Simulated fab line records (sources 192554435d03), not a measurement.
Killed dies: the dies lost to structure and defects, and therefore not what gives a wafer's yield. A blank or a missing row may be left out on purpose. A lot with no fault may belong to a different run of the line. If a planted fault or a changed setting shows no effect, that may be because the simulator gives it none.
fab line records -- flow n5-finfet
record: lots: 6, wafers: 18, last-day: 16
route steps=1938 shown BEOL_M5@1162 PASSIVATION@1936
lots untouched by any fault: they come from a run of this same line in which no faults occurred
start-h: hours from the record's first day to the start of the lot's first wafer shown -- wait-h: hours since the lot's step before -- " same as the row above -- L1.1+2: a single row standing in for several wafers -- - value missing, or start not given -- * or withheld: withheld -- < > ~ a bound
route shown NAME@n: a module of which the file shows steps, and the number in the route of the first -- usual: the fault-free wafers' mean and standard deviation -- same: alike in all rows -- chamber/n: place in a boat -- sites: per-site readings -- _std_site: the values' standard deviation -- _edge_site: outer sites' mean less inner sites' -- radius-mm: how far each site lies from the wafer's centre -- mask NAME#n: copy n -- behind: tool/chamber where the wafer was last shaped -- hold: what put the lot on hold/how long, in hours/how the hold closed -- device: the n, p or np transistor that did not switch -- end of line: the route-end tests of the same wafers -- for a step that has no rows: nothing shown but its recipe -- killed: at the first sort, the dies lost to defects and structure; wafer yield is something else -- map: shows each die of a wafer: x if killed, . if not, _ if none is there
set.NAME: the setting the step ran with; set.NAME@STEP: the setting that earlier step ran with -- model.NAME: the simulator's own value behind a step, which no gauge read
lots at selected steps of the route; one table per step, one row per wafer
services: the hour from which a tool's chamber was out of use, counted from the record's first day as start-h (under 0 if before that day), plus the number of hours and why
== steps ==
step: N5_BEOL_M5_STRIP_91
recipe: chemistry: N2/H2, time-s: 10, power-w: 450, temp-c: 40, pressure-mtorr: 20, rf-frequency-hz: 6e+07, bias-power-w: 7, n2-flow-sccm: 200, h2-flow-sccm: 200
step: N5_BEOL_M5_OCD_MEAS_38
usual: trench-depth-nm: 71.5/1.1
lot.wafer,tool,chamber,start-h,wait-h,trench-depth-nm
L508.1,ocd-02,-,160.63,-,71.7
L508.2,ocd-02,-,160.63,-,70.8
L508.3,ocd-02,-,160.63,-,70.5
L515.1,ocd-02,-,210.65,-,70.2
L515.2,ocd-02,-,210.65,-,71.6
L515.6,ocd-02,-,210.65,-,70.3
L519.1,ocd-01,-,235.01,-,70.3
L519.3,ocd-01,-,235.01,-,73.4
L519.6,ocd-01,-,235.01,-,71.0
L522.2,ocd-01,-,260.01,-,71.0
L522.3,ocd-01,-,260.01,-,70.2
L522.6,ocd-01,-,260.01,-,70.5
L523.2,ocd-02,-,262.77,-,71.2
L523.4,ocd-02,-,262.77,-,72.5
L523.5,ocd-02,-,262.77,-,70.6
L526.4,ocd-02,-,290.51,-,72.3
L526.5,ocd-02,-,290.51,-,71.9
L526.6,ocd-02,-,290.51,-,70.4
step: N5_BEOL_M5_HM_STRIP_39
recipe: chemistry: peroxide-tin-strip, material: TiN, target-depth-a: 250, temp-c: 50, time-s: 158
step: N5_BEOL_M5_SRD_40
recipe: time-s: 30, temp-c: 23, rinse-liquid: diw, dry: ipa-marangoni
step: N5_BEOL_M5_PRECLEAN_42
recipe: chemistry: residue-remover, time-s: 60, temp-c: 40
step: N5_BEOL_M5_SRD_43
recipe: time-s: 30, temp-c: 23, rinse-liquid: diw, dry: ipa-marangoni
step: N5_BEOL_M5_CD_MEAS_35
recipe: target-cd-nm: 28, target-cd-y-nm: 24, polarity: opening
usual: cd-nm: 27.93/0.28
lot.wafer,tool,chamber,start-h,wait-h,cd-nm
L508.1,cd-sem-03,-,160.78,0.0,27.48
L508.2,cd-sem-03,-,160.78,0.0,27.45
L508.3,cd-sem-03,-,160.78,0.0,27.67
L515.1,cd-sem-03,-,210.80,0.0,28.04
L515.2,cd-sem-03,-,210.80,0.0,27.87
L515.6,cd-sem-03,-,210.80,0.0,28.42
L519.1,cd-sem-03,-,235.16,0.0,27.88
L519.3,cd-sem-03,-,235.16,0.0,27.79
L519.6,cd-sem-03,-,235.16,0.0,27.70
L522.2,cd-sem-03,-,260.16,0.0,28.09
L522.3,cd-sem-03,-,260.16,0.0,28.09
L522.6,cd-sem-03,-,260.16,0.0,27.92
L523.2,cd-sem-01,-,262.92,0.0,27.61
L523.4,cd-sem-01,-,262.92,0.0,27.69
L523.5,cd-sem-01,-,262.92,0.0,28.04
L526.4,cd-sem-01,-,290.66,0.0,28.08
L526.5,cd-sem-01,-,290.66,0.0,27.97
L526.6,cd-sem-01,-,290.66,0.0,27.94
step: N5_BEOL_M5_CURE_80
recipe: temp-c: 370, time-s: 120, ambient: DMADMS/He, material: SiCOH_lowk
usual: lamp-power-pct: 52.31/0.055, wafer_temp_C_max: 371.9/0.54
lot.wafer,tool,chamber,start-h,wait-h,lamp-power-pct,wafer_temp_C_max
L508.1,uv-cure-01,2,160.83,0.0,52.35,372.1
L508.2,uv-cure-01,2,160.83,0.0,52.39,371.2
L508.3,uv-cure-01,2,160.83,0.0,52.27,371.3
L515.1,uv-cure-01,0,210.84,0.0,52.31,371.7
L515.2,uv-cure-01,0,210.84,0.0,52.34,372.0
L515.6,uv-cure-01,0,210.84,0.0,52.21,371.8
L519.1,uv-cure-03,1,235.20,0.0,52.39,370.7
L519.3,uv-cure-03,1,235.20,0.0,52.32,370.8
L519.6,uv-cure-03,1,235.20,0.0,52.35,370.9
L522.2,uv-cure-02,1,260.25,0.1,52.37,371.9
L522.3,uv-cure-02,1,260.25,0.1,52.23,371.8
L522.6,uv-cure-02,1,260.25,0.1,52.40,372.2
L523.2,uv-cure-01,1,263.36,0.4,52.26,371.7
L523.4,uv-cure-01,1,263.36,0.4,52.35,372.2
L523.5,uv-cure-01,1,263.36,0.4,52.31,371.6
L526.4,uv-cure-03,2,290.85,0.2,52.31,372.5
L526.5,uv-cure-03,2,290.85,0.2,52.32,371.8
L526.6,uv-cure-03,2,290.85,0.2,52.29,372.1
step: N5_BEOL_M5_DEGAS_44
recipe: ambient: vacuum, temp-c: 250, time-s: 60
usual: heater-power-w: 351/31
lot.wafer,tool,chamber,start-h,wait-h,heater-power-w
L508.1,pvd-sputter-03,-,163.29,2.4,325
L508.2,pvd-sputter-03,-,163.29,2.4,321
L508.3,pvd-sputter-03,-,163.29,2.4,356
L515.1,pvd-sputter-02,-,211.81,0.9,356
L515.2,pvd-sputter-02,-,211.81,0.9,316
L515.6,pvd-sputter-02,-,211.81,0.9,425
L519.1,pvd-sputter-03,-,235.97,0.7,332
L519.3,pvd-sputter-03,-,235.97,0.7,352
L519.6,pvd-sputter-03,-,235.97,0.7,332
L522.2,pvd-sputter-02,-,260.52,0.2,429
L522.3,pvd-sputter-02,-,260.52,0.2,314
L522.6,pvd-sputter-02,-,260.52,0.2,348
L523.2,pvd-sputter-01,-,263.80,0.4,342
L523.4,pvd-sputter-01,-,263.80,0.4,342
L523.5,pvd-sputter-01,-,263.80,0.4,341
L526.4,pvd-sputter-02,-,292.57,1.7,438
L526.5,pvd-sputter-02,-,292.57,1.7,343
L526.6,pvd-sputter-02,-,292.57,1.7,356
step: N5_BEOL_M5_PRE_CLEAN_45
recipe: gas: H2/He, time-s: 30, temp-c: 250
usual: heater-power-w: 351/32
lot.wafer,tool,chamber,start-h,wait-h,heater-power-w
L508.1,pvd-sputter-03,-,163.33,0.0,322
L508.2,pvd-sputter-03,-,163.33,0.0,326
L508.3,pvd-sputter-03,-,163.33,0.0,345
L515.1,pvd-sputter-02,-,211.85,0.0,367
L515.2,pvd-sputter-02,-,211.85,0.0,313
L515.6,pvd-sputter-02,-,211.85,0.0,431
L519.1,pvd-sputter-03,-,236.01,0.0,328
L519.3,pvd-sputter-03,-,236.01,0.0,358
L519.6,pvd-sputter-03,-,236.01,0.0,323
L522.2,pvd-sputter-02,-,260.56,0.0,431
L522.3,pvd-sputter-02,-,260.56,0.0,314
L522.6,pvd-sputter-02,-,260.56,0.0,347
L523.2,pvd-sputter-01,-,263.84,0.0,345
L523.4,pvd-sputter-01,-,263.84,0.0,338
L523.5,pvd-sputter-01,-,263.84,0.0,330
L526.4,pvd-sputter-02,-,292.61,0.0,445
L526.5,pvd-sputter-02,-,292.61,0.0,351
L526.6,pvd-sputter-02,-,292.61,0.0,354
step: N5_BEOL_M5_ALD_86
recipe: material: TaN, target-thk-a: *, temp-c: 275, ald-precursor-family: PDMAT, ald-co-reactant: NH3, pressure-torr: 3, carrier-flow-sccm: 1500, pulse-time-s: 2, purge-time-s: 3, co-reactant-purge-time-s: 2, co-reactant-pulse-time-s: 3, ald-cycles: 30, precursor-vessel-temp-c: 75, precursor-vessel-pressure-torr: 26.25, precursor-vessel-carrier-sccm: 1000
usual: heater-power-outer-w: 238/15, heater-power-w: 422/24, precursor-vessel-temp-c: 74.97/0.13
same: purge-time-s: 3
lot.wafer,tool,chamber,start-h,wait-h,heater-power-outer-w,heater-power-w,precursor-vessel-temp-c
L508.1,ald-metal-04,0,163.39,0.0,224,382,74.89
L508.2,ald-metal-04,1,163.39,0.0,233,418,74.93
L508.3,ald-metal-04,3,163.39,0.0,266,482,75.22
L515.1,ald-metal-02,0,211.93,0.1,250,458,75.08
L515.2,ald-metal-02,1,211.93,0.1,226,425,74.88
L515.6,ald-metal-02,1,211.93,0.1,231,407,74.91
L519.1,ald-metal-04,1,236.09,0.1,236,416,74.87
L519.3,ald-metal-04,3,236.09,0.1,264,471,75.16
L519.6,ald-metal-04,0,236.09,0.1,222,387,75.24
L522.2,ald-metal-01,3,260.62,0.0,230,409,74.88
L522.3,ald-metal-01,2,260.62,0.0,232,428,74.91
L522.6,ald-metal-01,1,260.62,0.0,231,409,75.02
L523.2,ald-metal-02,3,263.90,0.0,222,404,75.18
L523.4,ald-metal-02,0,263.90,0.0,254,482,74.84
L523.5,ald-metal-02,1,263.90,0.0,231,407,75.11
L526.4,ald-metal-01,2,292.67,0.0,231,419,75.07
L526.5,ald-metal-01,1,292.67,0.0,231,404,74.80
L526.6,ald-metal-01,2,292.67,0.0,236,429,74.99
step: N5_BEOL_M5_SURFACE_TREAT_87
recipe: gas: Ar, time-s: *, ion-energy-ev: *, ion-current-ma-cm2: 0.5, pressure-mtorr: *, ar-flow-sccm: 30
usual: throttle-valve-pct: *
lot.wafer,tool,chamber,start-h,wait-h,throttle-valve-pct
L508.1,pvd-sputter-03,-,163.69,0.2,*
L508.2,pvd-sputter-03,-,163.69,0.2,*
L508.3,pvd-sputter-03,-,163.69,0.2,*
L515.1,pvd-sputter-02,-,212.31,0.3,*
L515.2,pvd-sputter-02,-,212.31,0.3,*
L515.6,pvd-sputter-02,-,212.31,0.3,*
L519.1,pvd-sputter-03,-,236.79,0.6,*
L519.3,pvd-sputter-03,-,236.79,0.6,*
L519.6,pvd-sputter-03,-,236.79,0.6,*
L522.2,pvd-sputter-03,-,260.90,0.2,*
L522.3,pvd-sputter-03,-,260.90,0.2,*
L522.6,pvd-sputter-03,-,260.90,0.2,*
L523.2,pvd-sputter-01,-,264.14,0.1,*
L523.4,pvd-sputter-01,-,264.14,0.1,*
L523.5,pvd-sputter-01,-,264.14,0.1,*
L526.4,pvd-sputter-01,-,292.97,0.2,*
L526.5,pvd-sputter-01,-,292.97,0.2,*
L526.6,pvd-sputter-01,-,292.97,0.2,*
step: N5_BEOL_M5_CVD_47
recipe: material: Co, target-thk-a: 30, temp-c: withheld, precursor: CCTBA/H2, pressure-torr: 30, time-s: 216
usual: run-length-s: 239.3/0.44
lot.wafer,tool,chamber,start-h,wait-h,run-length-s
L508.1,cvd-co-02,1,163.83,0.1,238.5
L508.2,cvd-co-02,0,163.83,0.1,238.9
L508.3,cvd-co-02,2,163.83,0.1,240.2
L515.1,cvd-co-02,0,212.43,0.1,98.5
L515.2,cvd-co-02,2,212.43,0.1,239.4
L515.6,cvd-co-02,1,212.43,0.1,239.0
L519.1,cvd-co-02,2,237.09,0.3,99.2
L519.3,cvd-co-02,1,237.09,0.3,238.4
L519.6,cvd-co-02,0,237.09,0.3,239.4
L522.2,cvd-co-01,2,261.19,0.3,239.9
L522.3,cvd-co-01,1,261.19,0.3,238.9
L522.6,cvd-co-01,0,261.19,0.3,239.7
L523.2,cvd-co-01,2,264.20,0.0,239.4
L523.4,cvd-co-01,1,264.20,0.0,239.0
L523.5,cvd-co-01,2,264.20,0.0,239.6
L526.4,cvd-co-01,2,293.21,0.2,239.5
L526.5,cvd-co-01,0,293.21,0.2,239.0
L526.6,cvd-co-01,1,293.21,0.2,239.3
step: N5_BEOL_M5_SPUTTER_48
recipe: material: Cu, target-thk-a: 150, temp-c: -20, chamber-pressure-pa: 0.07, power-w: withheld, time-s: 27.62
step: N5_PASSIVATION_PROBE_49
usual: defect-limited-yield: 91.3/1.4, killed_at_M0_to_M3: 35/11, killed_at_M4_up: 14/5.4, killed-at-contacts: 12/6.2, killed-at-front-end: 38/11, killed-at-other: 4.1/2.8, killed-dies: 103/17, killed-open: 66/13, killed-short: 34/8.2, sort_bin_5_function: 5.1/0.89, sort_bin_6_memory: 3.3/0.72, sort-n-pass: 1077/17, sort-yield-pct: 91.3/1.4
same: gross-dies: 1180, killed-at-back-side: 0, sort_bin_4_leakage[%]: 0, sort_bin_8_speed[%]: 0
lot.wafer,tool,chamber,start-h,wait-h,defect-limited-yield[%],killed_at_M0_to_M3,killed_at_M4_up,killed-at-contacts,killed-at-front-end,killed-at-other,killed-dies,killed-open,killed-short,sort_bin_5_function[%],sort_bin_6_memory[%],sort-n-pass,sort-yield-pct[%]
L519.1,prober-01,-,342.67,0.0,90.5,41,16,6,48,1,112,71,40,6.1,3.2,1068,90.5
L519.3,prober-01,-,342.77,0.1,93.3,24,10,11,33,1,79,49,28,4.1,2.3,1101,93.3
L519.6,prober-01,-,342.92,0.3,90.0,44,19,9,41,5,118,68,46,5.1,4.3,1062,90.0
L523.2,prober-02,-,358.07,0.1,93.6,26,8,8,33,1,76,49,26,4.2,2.0,1104,93.6
L523.4,prober-02,-,358.17,0.2,91.4,34,8,14,42,3,101,59,40,4.5,3.6,1079,91.4
L523.5,prober-02,-,358.22,0.2,92.8,33,8,6,36,2,85,59,26,4.2,3.0,1095,92.8
killed by level:class
L519.1 BEOL_M0_SAQP:geometric-particle:short=16 STI_FIN_REVEAL:geometric-particle:open=11 FIN_SAQP:geometric-particle:short=10 BEOL_M0_SAQP:geometric-particle:open=9 BEOL_M4:geometric-particle:open=9 FIN_SAQP:geometric-particle:open=8 GATE_CUT:geometric-particle:open=6 BEOL_M1:geometric-particle:open=6
L519.3 MOL_CONTACT_COAG:geometric-particle:open=9 FIN_SAQP:geometric-particle:short=7 STI_FIN_REVEAL:geometric-particle:open=7 BEOL_M2:geometric-particle:open=7 DUMMY_GATE:geometric-particle:open=5 BEOL_M0_SAQP:geometric-particle:open=5 GATE_CUT:geometric-particle:short=4 BEOL_M0_SAQP:geometric-particle:short=4
L519.6 BEOL_M0_SAQP:geometric-particle:open=17 FIN_SAQP:geometric-particle:short=13 BEOL_M0_SAQP:geometric-particle:short=10 BEOL_M2:geometric-particle:open=8 BEOL_M4:geometric-particle:open=7 STI_FIN_REVEAL:geometric-particle:open=6 GATE_CUT:geometric-particle:short=6 FIN_SAQP:geometric-particle:open=5
L523.2 FIN_SAQP:geometric-particle:short=8 STI_FIN_REVEAL:geometric-particle:open=7 FIN_SAQP:geometric-particle:open=6 BEOL_M2:geometric-particle:open=6 BEOL_M3:geometric-particle:open=5 MOL_CONTACT_COAG:geometric-particle:open=4 MOL_CONTACT_COAG:geometric-particle:short=4 BEOL_M1:geometric-particle:short=4
L523.4 BEOL_M2:geometric-particle:open=13 FIN_SAQP:geometric-particle:short=11 MOL_CONTACT_COAG:geometric-particle:open=10 FIN_SAQP:geometric-particle:open=9 GATE_CUT:geometric-particle:short=8 STI_FIN_REVEAL:geometric-particle:open=6 BEOL_M0_SAQP:geometric-particle:short=6 BEOL_M3:geometric-particle:open=4
L523.5 BEOL_M2:geometric-particle:open=12 FIN_SAQP:geometric-particle:short=10 BEOL_M3:geometric-particle:open=8 MOL_CONTACT_COAG:geometric-particle:open=6 STI_FIN_REVEAL:geometric-particle:open=5 BEOL_M0:geometric-particle:open=5 STI_FIN_REVEAL:geometric-particle:short=4 BEOL_M0_SAQP:geometric-particle:open=4
== services ==
tool,chamber,start-h,hours,kind
uv-cure-03,-,143.52,14.6,pm
ald-metal-04,1,144.97,1.8,repair
ald-metal-04,-,151.27,0.2,repair
ald-metal-02,-,156.57,0.7,repair
uv-cure-02,-,157.99,1.1,repair
ald-metal-01,-,160.28,0.9,repair
uv-cure-03,-,163.33,3.4,pm
ald-metal-04,3,166.35,5.0,repair
uv-cure-03,-,173.90,1.1,repair
uv-cure-02,-,194.20,3.5,repair
uv-cure-01,-,197.76,1.0,pm
uv-cure-01,-,213.00,2.8,pm
cvd-co-02,1,213.85,10.7,repair
ald-metal-04,-,214.64,14.6,pm
cvd-co-02,-,230.19,6.9,pm
cvd-co-02,-,245.69,0.2,repair
uv-cure-03,-,249.33,2.1,pm
cvd-co-02,0,253.16,4.1,repair
cvd-co-02,-,259.70,28.1,pm
uv-cure-02,-,286.34,2.8,pm
ald-metal-04,-,288.82,0.9,repair
== key ==
first-sign: step: N5_BEOL_M5_CVD_47, reading: run-length-s, direction: down, sigmas: 99+, usual: *, struck: *
effect none on later readings
met-at N5_BEOL_M5_CVD_47
struck-wafers L515.1,L519.1
onset-between 163.83 212.43
fault: kind: process-parameter-drift, tool: cvd-co-02, chamber: -, onset-h: 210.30, steps: N5_BEOL_M5_CVD_47, channel: time-s, offset: *, shape: step, end-h: 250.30, scope: struck-wafers-only, acts-in: *, stated: *
